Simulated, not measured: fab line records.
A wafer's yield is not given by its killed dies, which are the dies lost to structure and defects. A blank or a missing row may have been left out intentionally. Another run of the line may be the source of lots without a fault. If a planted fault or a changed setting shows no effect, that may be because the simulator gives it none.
Matching of chambers + flow n5Finfet + N5_BEOL_M8_ETCH_61 on rieDiel-04: 4 sister chambers
The step etches SiARC in CF4, target depth 45.5 nm, time 75.8 s. 7 wafers are shown with their chamber, then 7 later ones without.

== EACH WAFER AND ITS CHAMBER ==
| wafer  | chamber | throttleValvePct (%) | oesProductAu (a.u.) |
|--------|---------|----------------------|---------------------|
| L083.1 | 1       | 15.78                | 0.60                |
| L086.2 | 3       | 15.66                | 0.65                |
| L084.1 | 1       | 15.80                | 0.59                |
| L084.2 | 0       | 15.21                | 0.68                |
| L084.3 | 2       | 15.38                | 0.74                |
| L088.1 | 2       | 15.39                | 0.73                |
| L088.3 | 0       | 15.22                | 0.67                |

== WAFERS WITHOUT THEIR CHAMBER ==
| wafer  | throttleValvePct (%) | oesProductAu (a.u.) |
|--------|----------------------|---------------------|
| L088.4 | 15.39                | 0.73                |
| L091.2 | 15.40                | 0.73                |
| L091.5 | 15.38                | 0.72                |
| L091.6 | 15.20                | 0.67                |
| L095.1 | 15.26                | 0.66                |
| L095.2 | 15.69                | 0.64                |
| L095.4 | 15.25                | 0.66                |

== THE CHAMBER EACH PASSED THROUGH ==
| wafer  | from the rows above | in truth |
|--------|---------------------|----------|
| L088.4 | 2                   | 2        |
| L091.2 | 2                   | 2        |
| L091.5 | 2                   | 2        |
| L091.6 | 0                   | 0        |
| L095.1 | 0                   | 0        |
| L095.2 | 3                   | 3        |
| L095.4 | 0                   | 0        |
Correctly placed: 7 of 7. Can't be placed from these rows: 0. 0 placed wrongly.
How it was worked out, from the rows above alone: a wafer's distance from a chamber is the root of the sum, over the readings, of the square of ((its reading less the chamber's mean) divided by the reading's scatter). The wafer belongs to the nearest chamber; if the next one is less than 2 further off, it can't be placed. For every chamber, the mean is computed from those of its wafers that are shown. How the scatter is found: for the shown wafers, subtract from each reading the mean of its chamber, square and add these, divide the total by (wafers less chambers), then take the root.
